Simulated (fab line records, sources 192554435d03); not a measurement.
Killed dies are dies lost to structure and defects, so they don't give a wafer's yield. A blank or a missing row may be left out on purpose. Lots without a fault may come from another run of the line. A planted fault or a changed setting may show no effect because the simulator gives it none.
Which tool did it? | flow n5_finfet | 9 lots, 27 wafers sampled, at 5 steps of a route of 1938

WHAT THE GAUGES READ, wafer by wafer
N5_BEOL_M4_RC_MEAS_101.
lot  | measured     | on        | DIBL_N (mV/V)
L873 | day 8 13:32  | prober-01 | 38.2 37.7 39.7
L876 | day 8 21:04  | prober-02 | 37.4 35.2 37.5
L882 | day 11 04:47 | prober-01 | 34.8 37.6 35.2
L885 | day 11 20:33 | prober-01 | 34.9 36.3 35.6
L888 | day 12 01:35 | prober-01 | 38.8 36.8 35.9
L887 | day 11 20:47 | prober-02 | 35.1 38.3 39.6
L889 | day 12 01:40 | prober-02 | 36.1 36.1 35.0
L890 | day 12 19:37 | prober-02 | 35.0 35.2 38.0
L895 | day 14 01:29 | prober-01 | 36.2 35.2 37.5

WHICH TOOL RAN EACH LOT (tool, then ch and the chambers of the sampled wafers, then the start)
lot  | N5_BEOL_M1_STRIP_36                | N5_BEOL_M1_STRIP_97                           | N5_BEOL_M1_SPUTTER_48        | N5_BEOL_M1_ANNEAL_80
L873 | rie_diel-03 ch 1,2, day 6 13:56    | rie_diel-03 ch 1,2, day 6 15:14 or earlier    | pvd_sputter-03, day 6 15:14  | pvd_sputter-03, day 6 15:32
L876 | rie_diel-01 ch 0,2, day 7 05:13    | rie_diel-01 ch 0,2, day 7 06:22 or earlier    | pvd_sputter-01, day 7 06:22  | pvd_sputter-01, day 7 06:40
L882 | rie_diel-01 ch 1,3, day 9 00:40    | rie_diel-01 ch 1,3, day 9 02:45 or earlier    | pvd_sputter-03, day 9 02:45  | pvd_sputter-03, day 9 03:03
L885 | rie_diel-02 ch 0,2,3, day 9 22:00  | rie_diel-02 ch 0,2,3, day 9 23:59 or earlier  | pvd_sputter-03, day 9 23:59  | pvd_sputter-03, day 10 00:17
L888 | rie_diel-01 ch 1,3, day 10 00:51   | rie_diel-01 ch 1,3, day 10 02:47 or earlier   | pvd_sputter-01, day 10 02:47 | pvd_sputter-01, day 10 03:05
L887 | rie_diel-02 ch 0,3, day 10 02:01   | rie_diel-02 ch 0,3, day 10 03:17 or earlier   | pvd_sputter-03, day 10 03:17 | pvd_sputter-03, day 10 03:35
L889 | rie_diel-02 ch 0,2,3, day 10 07:41 | rie_diel-02 ch 0,2,3, day 10 09:22 or earlier | pvd_sputter-01, day 10 09:22 | pvd_sputter-01, day 10 09:58
L890 | rie_diel-01 ch 0,2, day 10 19:32   | rie_diel-01 ch 0,2, day 10 21:04 or earlier   | pvd_sputter-01, day 10 21:04 | pvd_sputter-01, day 10 21:22
L895 | rie_diel-03 ch 1,2,3, day 12 00:32 | rie_diel-03 ch 1,2,3, day 12 01:58 or earlier | pvd_sputter-03, day 12 01:58 | pvd_sputter-03, day 12 02:16
- N5_BEOL_M1_STRIP_36: strips in N2/H2.
- N5_BEOL_M1_STRIP_97: strips in N2/H2, time 10 s.
- N5_BEOL_M1_SPUTTER_48: material Cu, target thk 4.5 nm, time 8.29 s.
- N5_BEOL_M1_ANNEAL_80: time 240 s.

THE ANSWER, worked out from the rows above alone
Rule: what is usual is taken from the lots themselves. Put in order of their means at a reading, lots are off if they are a third of the lots or fewer, leave a main group of 4 or more, and stand apart from it by a gap of 3 or more times the standard deviation of the main group's means; of several such gaps the widest counts. A main group whose means are all the same, to the digits that the tables above print for the reading, isn't used. A lot without any number at a reading at which 4 lots or more have one is off too. The other lots that the step has rows for count as sound.
No lot is off at any reading shown: from this, nothing can be told.

WHAT THE SIMULATOR HAD PUT IN
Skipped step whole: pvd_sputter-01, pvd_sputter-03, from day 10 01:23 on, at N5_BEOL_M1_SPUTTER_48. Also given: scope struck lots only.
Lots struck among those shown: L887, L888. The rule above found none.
